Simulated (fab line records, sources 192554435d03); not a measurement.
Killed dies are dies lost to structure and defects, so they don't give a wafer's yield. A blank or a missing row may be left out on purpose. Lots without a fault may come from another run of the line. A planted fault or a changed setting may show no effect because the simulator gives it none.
fab line records | flow n5_finfet
record lots=8 wafers=22 last_day=18
route steps=1938 shown BEOL_M11@1539 BEOL_M15@1824 MIM_TOP@1837 PASSIVATION@1936
lots that met no fault: from a run of the same line without faults
start_h: hours from the record's first day to the start of the lot's first wafer shown | wait_h: hours since the lot's step before | " the same as in the row above | L1.1+2: a row that stands for several wafers | - no value, or no start given | * or withheld: withheld | < > ~ a bound
route shown NAME@n: a module of which the file shows steps, and the number in the route of the first | usual: mean/standard deviation of fault-free wafers | same: alike in all rows | chamber/n: place in a boat | sites: the reading at each site | _std_site: their standard deviation | _edge_site: outer sites' mean less inner sites' | radius_mm: how far each site lies from the wafer's centre | mask NAME#n: copy n | behind: the tool/chamber that last shaped the wafer | hold: why the lot was held/for how many hours/how that ended | device: the transistor (n, p or np) that didn't switch | end of line: the same wafers' tests at the end of the route | a step without rows: its recipe alone | killed: dies lost to structure and defects at the first sort, not the wafer's yield | map: a wafer's dies, x killed, . not, _ none there
set.NAME: the setting as run; set.NAME@STEP: as run at that earlier step | model.NAME: the simulator's own value behind a step, which no gauge read
steps of the route over a sample of lots; a table a step, a row a wafer
services: from which hour (start_h, from the record's first day; less than 0 if before it) a tool's chamber was out of use, for how many hours, and why
## steps
# step N5_BEOL_M11_PECVD_70
# recipe material=SiO2 target_thk_a=200 temp_c=400 precursor=TEOS/O2 pressure_torr=5.5 rf_w=450 teos_flow_sccm=53.8 gas=O2 flow_sccm=3000 time_s=22.7
# usual heater_power_w=667/80 showerhead_plenum_p_Torr=8.80/0.063 throttle_valve_pct=22.3/1.3
# columns lot.wafer tool chamber start_h wait_h heater_power_w showerhead_plenum_p_Torr throttle_valve_pct
L657.2 pecvd-03 1 236.63 0.0 628 8.85 20.8
L657.3 " 2 " " 577 8.71 21.8
L657.6 " 2 " " 588 8.72 21.8
L659.2 pecvd-03 1 244.58 0.0 652 8.88 21.0
L659.3 " 0 " " 821 8.90 24.6
L659.5 " 2 " " 575 8.72 21.8
L660.3 pecvd-03 0 251.71 0.0 671 8.89 24.8
L660.5 " 1 " " 567 8.86 20.7
L660.6 " 2 " " 595 8.73 22.0
L661.2 pecvd-03 1 261.08 0.0 604 8.85 21.2
L661.4 " 2 " " 585 8.73 22.0
L661.6 " 0 " " 787 8.88 24.4
L666.5 pecvd-03 2 281.52 0.1 641 8.72 21.7
L677.1 pecvd-02 1 342.61 0.0 588 8.76 23.3
L677.5 " 1 " " 602 8.78 23.2
L677.6 " 0 " " 753 8.82 22.6
L676.1 pecvd-04 0 344.15 0.0 803 8.75 21.2
L676.4 " 1 " " 597 8.86 23.6
L676.5 " 0 " " 807 8.77 21.1
L680.1 pecvd-04 1 377.97 0.0 695 8.84 23.3
L680.3 " 0 " " 814 8.74 21.3
L680.5 " 1 " " 702 8.82 23.4
# step N5_BEOL_M15_CMP_49
# recipe stop_on=SiO2 t_overpolish_s=4.9 down_force_psi=2 platen_rpm=80 clearing_platen_down_force_psi=2 clearing_platen_rpm=80 post_cmp_clean=cu_alkaline target_thk_nm=850 clearing_platen_pad_velocity_m_s=1.5917 pad_velocity_m_s=1.5917
# usual barrier_field_endpoint_s=11.41/0.28 motor_current_A=8.6/0.71 overpolish_run_s=4.900/0.0091 platen_rpm=80.00/0.061 slurry_filter_dp_kPa=13.51/0.14
# columns lot.wafer tool chamber start_h wait_h barrier_field_endpoint_s motor_current_A overpolish_run_s platen_rpm slurry_filter_dp_kPa
L657.2 cmp-04 3 270.99 0.3 11.02 8.2 4.896 80.05 13.42
L657.3 " 0 " " 11.25 8.9 4.882 80.02 13.49
L657.6 " 2 " " 11.42 8.9 4.904 79.91 13.39
L659.2 cmp-02 0 283.78 0.3 11.26 9.0 4.896 79.99 13.55
L659.3 " 1 " " 10.91 8.0 4.912 79.99 13.60
L659.5 " 2 " " 11.14 7.3 4.896 79.98 13.30
L660.3 cmp-03 0 287.88 0.2 11.74 8.4 4.905 80.04 13.55
L660.6 " 2 " " 11.57 8.0 4.902 80.02 13.79
L660.5 " 3 " " 11.81 9.4 4.892 80.14 13.49
L661.2 cmp-02 0 292.03 0.3 11.20 8.8 4.917 80.05 13.43
L661.4 " 2 " " 11.05 7.8 4.897 80.01 13.56
L661.6 " 3 " " 11.14 8.0 4.908 80.13 13.26
L666.5 cmp-03 3 317.53 0.3 11.15 9.5 4.888 80.07 13.64
L677.1 cmp-03 1 380.40 0.3 11.12 8.2 4.890 79.91 13.51
L677.6 " 1 " " 11.47 9.1 4.898 79.95 13.73
L677.5 " 2 " " 10.86 8.0 4.889 79.94 13.74
L676.1 cmp-04 3 384.77 0.3 11.18 7.9 4.907 79.96 13.67
L676.4 " 1 " " 11.43 9.7 4.906 80.02 13.31
L676.5 " 3 " " 11.29 7.7 4.901 79.95 13.24
L680.3 cmp-03 2 415.92 0.2 11.19 8.1 4.902 80.03 13.37
L680.1 " 3 " " 11.40 9.6 4.892 79.98 13.36
L680.5 " 2 " " 11.50 7.9 4.903 80.03 13.54
# step N5_BEOL_M15_INSPECT_55
# recipe inspect_instrument=darkfield mode=post_dep
# usual raw_defect_count=73/24
# columns lot.wafer tool chamber start_h wait_h raw_defect_count
L657.2 defect_inspect-02 - 271.37 0.0 45
L657.3 " - " " 41
L657.6 " - " " 55
L659.2 defect_inspect-02 - 284.15 0.0 47
L659.3 " - " " 77
L659.5 " - " " 81
L660.3 defect_inspect-02 - 288.26 0.0 77
L660.5 " - " " 63
L660.6 " - " " 47
L661.2 defect_inspect-01 - 292.44 0.0 77
L661.4 " - " " 56
L661.6 " - " " 78
L666.5 defect_inspect-02 - 317.79 0.0 62
L677.1 defect_inspect-02 - 380.88 0.0 95
L677.5 " - " " 95
L677.6 " - " " 83
L676.1 defect_inspect-02 - 385.21 0.0 113
L676.4 " - " " 45
L676.5 " - " " 100
L680.1 defect_inspect-02 - 416.33 0.0 66
L680.3 " - " " 62
L680.5 " - " " 74
# step N5_BEOL_M15_RC_MEAS_101
# usual COMB_M10=1.5e-11/3.9e-12 COMB_M11=1.4e-11/3.3e-12 COMB_M11_max_site=2.1e-11/6e-12 COMB_M12=5.9e-12/1.4e-12 COMB_M13=4.6e-12/1.1e-12 COMB_M14=3.4e-12/8.9e-13 COMB_M15=2.1e-12/7.4e-13 COMB_M5=3.6e-11/6.7e-12 COMB_M6=2.5e-11/5.9e-12 COMB_M7=2.5e-11/4.5e-12 COMB_M8=2.5e-11/4.7e-12 COMB_M9=1.4e-11/3.3e-12 SERP_M10=3.04/0.084 SERP_M10_max_site=3.13/0.09 SERP_M11=3.07/0.085 SERP_M12=0.633/0.016 SERP_M13=0.309/0.0058 SERP_M14=0.159/0.0042 SERP_M5=39.2/2 SERP_M6=13.7/0.54 SERP_M7=13.9/0.51 SERP_M7_max_site=14.5/0.59 SERP_M8=13.5/0.49 SERP_M8_max_site=14.0/0.52 SERP_M9=3.09/0.087
# columns lot.wafer tool chamber start_h wait_h COMB_M10[S/m] COMB_M11[S/m] COMB_M11_max_site[S/m] COMB_M12[S/m] COMB_M13[S/m] COMB_M14[S/m] COMB_M15[S/m] COMB_M5[S/m] COMB_M6[S/m] COMB_M7[S/m] COMB_M8[S/m] COMB_M9[S/m] SERP_M10[ohm/um] SERP_M10_max_site[ohm/um] SERP_M11[ohm/um] SERP_M12[ohm/um] SERP_M13[ohm/um] SERP_M14[ohm/um] SERP_M5[ohm/um] SERP_M6[ohm/um] SERP_M7[ohm/um] SERP_M7_max_site[ohm/um] SERP_M8[ohm/um] SERP_M8_max_site[ohm/um] SERP_M9[ohm/um]
L657.2 prober-01 0 271.55 0.2 1.4e-11 1.1e-11 1.4e-11 7.5e-12 4.4e-12 3.3e-12 1.6e-12 3.3e-11 2e-11 2e-11 3.3e-11 2.4e-11 3.12 3.23 3.06 0.621 0.316 0.159 39.5 14.7 13.8 13.9 14.4 15.0 3.18
L657.3 " 0 " " 1.5e-11 6e-12 1.1e-11 4.3e-12 3.1e-12 2e-12 7e-13 3.3e-11 2.5e-11 2.1e-11 2.9e-11 1.5e-11 2.99 3.03 3.10 0.630 0.317 0.155 40.8 13.3 14.3 14.4 13.5 14.2 3.10
L657.6 " 0 " " 2e-11 1.1e-11 1.3e-11 6.3e-12 4e-12 2.2e-12 1.4e-12 3.6e-11 2.3e-11 2.4e-11 2.2e-11 1.6e-11 3.08 3.15 3.18 0.663 0.316 0.161 40.8 14.1 13.6 14.2 13.3 13.9 3.06
L659.2 prober-01 0 284.33 0.2 1e-11 8e-12 1.3e-11 5.7e-12 2.9e-12 2.3e-12 1.2e-12 4.2e-11 2.2e-11 2.5e-11 2.1e-11 1e-11 3.17 3.29 3.04 0.642 0.304 0.158 42.1 13.9 13.6 14.0 13.8 14.4 3.07
L659.3 " 0 " " 1.2e-11 1.4e-11 1.7e-11 6.3e-12 4.4e-12 3.1e-12 1.3e-12 3.6e-11 2.1e-11 2.7e-11 2.6e-11 1.1e-11 3.08 3.11 3.14 0.618 0.300 0.158 41.7 13.9 14.5 14.7 13.1 14.6 3.07
L659.5 " 0 " " 1.4e-11 1e-11 1.3e-11 5.9e-12 3.5e-12 6e-12 1.3e-12 3.1e-11 2.3e-11 2.7e-11 2.5e-11 1.7e-11 3.17 3.31 3.12 0.631 0.303 0.166 41.5 14.4 13.9 14.6 14.1 14.5 3.13
L660.3 prober-02 0 288.59 0.3 1.8e-11 1.1e-11 1.6e-11 7.5e-12 5.7e-12 3.8e-12 3e-12 3.9e-11 1.8e-11 2.2e-11 2.2e-11 1.3e-11 3.14 3.28 2.93 0.629 0.316 0.160 40.0 13.3 14.2 14.7 13.7 14.3 3.06
L660.5 " 0 " " 1.8e-11 1.7e-11 2.8e-11 6.7e-12 5.6e-12 2.8e-12 2.9e-12 3.8e-11 1.7e-11 1.7e-11 2.6e-11 1.1e-11 3.01 3.15 3.06 0.649 0.309 0.156 41.2 14.1 14.0 14.4 12.9 13.5 3.01
L660.6 " 0 " " 1.8e-11 1.3e-11 1.9e-11 6.8e-12 5.9e-12 3.8e-12 2.3e-12 4e-11 1.6e-11 2.4e-11 2.2e-11 1.3e-11 3.06 3.11 2.91 0.633 0.309 0.160 40.3 13.4 13.5 14.5 13.6 14.2 2.99
L661.2 prober-02 0 292.62 0.2 1.8e-11 1.3e-11 1.6e-11 7.7e-12 6e-12 7.4e-12 1.9e-12 3.5e-11 3.3e-11 2.4e-11 2.5e-11 1.6e-11 3.04 3.20 3.18 0.603 0.316 0.159 42.0 13.7 13.5 14.0 14.4 14.8 3.04
L661.4 " 0 " " 2.6e-11 1.5e-11 1.7e-11 6.2e-12 5e-12 4.5e-12 2.2e-12 4.2e-11 2.2e-11 2.6e-11 2.4e-11 1.6e-11 2.97 3.17 3.13 0.609 0.305 0.156 41.2 13.8 13.0 13.4 13.4 13.8 3.06
L661.6 " 0 " " 2.5e-11 1.2e-11 2.1e-11 4.5e-12 5.1e-12 5.3e-12 2.4e-12 4e-11 2.8e-11 2.9e-11 2.2e-11 1.2e-11 2.88 3.12 3.16 0.628 0.315 0.153 42.7 13.2 13.7 13.9 13.1 13.6 3.10
L666.5 prober-01 0 318.43 0.6 1e-11 9e-12 1.4e-11 4.5e-12 3.6e-12 2.9e-12 2.6e-12 3.4e-11 2.6e-11 2.2e-11 2.7e-11 1.2e-11 3.11 3.32 3.12 0.648 0.308 0.153 36.7 13.7 17.8 18.4 13.9 14.3 3.10
L677.1 prober-01 0 380.91 0.0 1.8e-11 1.5e-11 2.3e-11 4.3e-12 5.3e-12 3.2e-12 9e-13 5e-11 2.3e-11 2.5e-11 2.7e-11 1.1e-11 3.18 3.21 3.02 0.617 0.314 0.164 39.1 14.5 14.7 15.3 12.7 13.4 2.99
L677.5 " 0 " " 3.3e-11 1.5e-11 2e-11 7e-12 7.7e-12 2.7e-12 2.1e-12 3.7e-11 2.1e-11 2.8e-11 1.8e-11 1e-11 2.98 3.10 3.16 0.617 0.316 0.162 40.8 14.0 13.7 14.4 12.9 13.0 3.22
L677.6 " 0 " " 1.9e-11 1.4e-11 1.8e-11 5.3e-12 6e-12 3.6e-12 1.8e-12 3.3e-11 3.2e-11 2.2e-11 1.8e-11 1.6e-11 3.14 3.20 3.03 0.607 0.307 0.160 37.1 13.6 13.7 14.5 13.3 13.9 2.98
L676.1 prober-02 0 385.23 0.0 1.7e-11 2e-11 2.8e-11 7.4e-12 4.9e-12 2.7e-12 2.4e-12 3.7e-11 2.5e-11 2.8e-11 2.4e-11 2.1e-11 3.12 3.23 3.08 0.630 0.309 0.151 39.6 13.5 12.7 13.3 14.3 15.0 2.97
L676.4 " 0 " " 1.8e-11 1.7e-11 2.2e-11 5.7e-12 5e-12 3.1e-12 2.7e-12 2.4e-11 2.8e-11 2.2e-11 3.2e-11 1.8e-11 3.04 3.11 2.98 0.644 0.311 0.153 42.3 13.1 13.6 14.1 13.8 14.0 3.15
L676.5 " 0 " " 2e-11 1.6e-11 2e-11 5e-12 5.4e-12 3.8e-12 3.3e-12 3.4e-11 3.5e-11 2e-11 2.6e-11 1.8e-11 3.02 3.13 2.90 0.634 0.305 0.153 40.0 12.8 14.5 15.1 13.6 14.1 2.96
L680.1 prober-01 0 416.36 0.0 1.2e-11 1.2e-11 2.5e-11 4.3e-12 5.3e-12 2.6e-12 1.3e-12 4.3e-11 2.7e-11 2.1e-11 1.8e-11 9e-12 3.04 3.09 3.06 0.646 0.306 0.160 38.1 14.0 14.7 15.3 14.1 14.3 3.15
L680.3 " 0 " " 1e-11 1.6e-11 2.1e-11 5.3e-12 4.9e-12 3.8e-12 1.1e-12 5.1e-11 2.6e-11 2.8e-11 2.3e-11 7e-12 2.98 3.03 3.02 0.621 0.298 0.159 36.5 14.1 13.2 13.6 13.1 13.6 2.99
L680.5 " 0 " " 1e-11 1.1e-11 1.7e-11 4.6e-12 5.7e-12 3e-12 2.1e-12 4.1e-11 3.9e-11 2.2e-11 1.9e-11 9e-12 2.98 3.07 3.07 0.623 0.296 0.160 36.3 13.5 14.1 15.3 13.4 13.9 2.96
# sites SERP_M7 radius_mm=0,75,75,75,75,140,140,140,140
L657.2 13.0 13.3 13.4 13.5 13.9 13.8 13.9 13.8 13.9
L659.2 13.3 13.5 13.3 13.6 13.9 13.6 13.8 14.0 13.4
L660.3 13.5 14.0 14.1 13.6 14.2 14.7 14.6 14.4 14.4
L661.2 13.5 13.3 13.5 13.3 13.3 13.9 13.5 14.0 13.8
L666.5 18.4 18.0 18.3 17.8 18.2 17.0 16.9 17.1 16.9
L677.1 15.0 14.7 15.3 14.8 14.9 14.3 14.3 14.4 14.7
L676.1 12.3 12.6 12.7 13.0 12.8 13.0 12.3 13.3 12.5
L680.1 13.6 14.7 14.0 14.0 14.2 15.0 14.8 15.2 15.3
# step N5_MIM_TOP_DEGAS_04
# recipe ambient=vacuum temp_c=300 time_s=60
# usual heater_power_w=476/54
# columns lot.wafer tool chamber start_h wait_h heater_power_w
L657.2 pvd_sputter-01 - 274.98 - 492
L657.3 " - " " 384
L657.6 " - " " 553
L659.2 pvd_sputter-02 - 287.47 - 442
L659.3 " - " " 418
L659.5 " - " " 447
L660.3 pvd_sputter-01 - 291.57 - 557
L660.5 " - " " 393
L660.6 " - " " 518
L661.2 pvd_sputter-01 - 294.81 - 492
L661.4 " - " " 536
L661.6 " - " " 539
L666.5 pvd_sputter-02 - 321.96 - 510
L677.1 pvd_sputter-02 - 386.60 - 359
L677.5 " - " " 358
L677.6 " - " " 448
L676.1 pvd_sputter-02 - 388.44 - 509
L676.4 " - " " 450
L676.5 " - " " 508
L680.1 pvd_sputter-03 - 418.72 - 495
L680.3 " - " " 494
L680.5 " - " " 515
# step N5_PASSIVATION_PROBE_49
# usual defect_limited_yield=91.3/1.3 killed_at_M0_to_M3=35/9.3 killed_at_M4_up=14/5.2 killed_at_contacts=12/5.9 killed_at_front_end=38/11 killed_at_other=4/3.7 killed_dies=103/15 killed_open=67/12 killed_short=34/8 sort_bin_5_function=5.1/0.88 sort_bin_6_memory=3.3/0.65 sort_n_pass=1077/15 sort_yield_pct=91.3/1.3
# same gross_dies=1180 killed_at_back_side=0 sort_bin_4_leakage[%]=0 sort_bin_8_speed[%]=0
# columns lot.wafer tool chamber start_h wait_h defect_limited_yield[%] killed_at_M0_to_M3 killed_at_M4_up killed_at_contacts killed_at_front_end killed_at_other killed_dies killed_open killed_short sort_bin_5_function[%] sort_bin_6_memory[%] sort_n_pass sort_yield_pct[%]
L666.5 prober-01 - 332.36 0.2 90.8 35 10 12 50 1 108 71 31 4.7 3.8 1072 90.8
L676.1 prober-02 - 399.63 0.6 92.3 26 15 13 34 3 91 50 41 4.2 3.1 1089 92.3
L676.5 prober-02 - 399.83 0.8 90.0 39 13 9 57 0 118 66 51 5.3 4.4 1062 90.0
# killed by level:class
L666.5 BEOL_M3:geometric_particle:open=14 FIN_SAQP:geometric_particle:open=12 STI_FIN_REVEAL:geometric_particle:open=11 MOL_CONTACT_COAG:geometric_particle:open=10 FIN_SAQP:geometric_particle:short=7 BEOL_M0_SAQP:geometric_particle:open=7 GATE_CUT:geometric_particle:short=4 BEOL_M2:geometric_particle:open=4
L676.1 BEOL_M0_SAQP:geometric_particle:short=11 FIN_SAQP:geometric_particle:open=10 MOL_CONTACT_COAG:geometric_particle:open=10 FIN_SAQP:geometric_particle:short=6 GATE_CUT:geometric_particle:short=5 BEOL_M0_SAQP:geometric_particle:open=5 BEOL_M4:geometric_particle:short=5 BEOL_M4:geometric_particle:open=5
L676.5 FIN_SAQP:geometric_particle:short=19 BEOL_M0_SAQP:geometric_particle:open=14 BEOL_M0_SAQP:geometric_particle:short=12 STI_FIN_REVEAL:geometric_particle:open=9 FIN_SAQP:geometric_particle:open=7 MOL_CONTACT_COAG:geometric_particle:open=7 BEOL_M3:geometric_particle:open=6 STI_FIN_REVEAL:geometric_particle:short=4
## services
# columns tool chamber start_h hours kind
cmp-02 - 214.90 - consumable_replace:conditioner
cmp-02 - 233.10 0.6 repair
pecvd-03 2 239.01 5.5 scheduled_down
pecvd-02 2 252.11 3.4 repair
pvd_sputter-03 - 254.06 7.5 repair
pecvd-02 - 257.22 1.5 repair
cmp-03 - 266.47 0.5 repair
cmp-04 - 273.88 2.7 repair
cmp-03 - 305.50 4.0 pm
cmp-03 - 309.50 - consumable_replace:conditioner
cmp-03 - 309.50 - consumable_replace:pad
cmp-02 - 311.34 5.7 pm
pecvd-03 0 319.47 18.6 repair
pecvd-02 2 346.08 11.0 repair
pvd_sputter-01 - 351.60 5.5 repair
cmp-02 - 361.67 3.1 repair
cmp-04 - 377.73 5.4 pm
pecvd-02 - 383.03 14.6 pm
cmp-03 - 384.00 0.4 repair
cmp-02 - 404.74 6.5 repair
pecvd-03 1 407.59 5.5 scheduled_down
cmp-04 - 408.35 4.0 pm
cmp-04 - 415.15 2.5 repair
cmp-03 - 418.21 12.1 pm
## key
first_sign step=N5_BEOL_M15_RC_MEAS_101 reading=SERP_M7 direction=up sigmas=7.8 usual=13.9 struck=17.8
effect step=N5_BEOL_M15_RC_MEAS_101 reading=SERP_M7_max_site direction=up sigmas=6.7 usual=14.5 struck=18.4
met_at N5_BEOL_M11_PECVD_70
struck_lots L666
struck_wafers L666.5
not_acting_at N5_BEOL_M15_CMP_49,N5_BEOL_M15_INSPECT_55,N5_MIM_TOP_DEGAS_04
onset_between 261.08 281.52
earlier_fault kind=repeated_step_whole tool=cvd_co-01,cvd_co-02 chamber=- onset_h=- steps=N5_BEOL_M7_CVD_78 times=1 scope=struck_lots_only
fault kind=process_parameter_drift tool=pecvd-03 chamber=2 onset_h=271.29 steps=N5_BEOL_M11_PECVD_70 channel=time_s offset=* shape=step acts_in=* stated=*
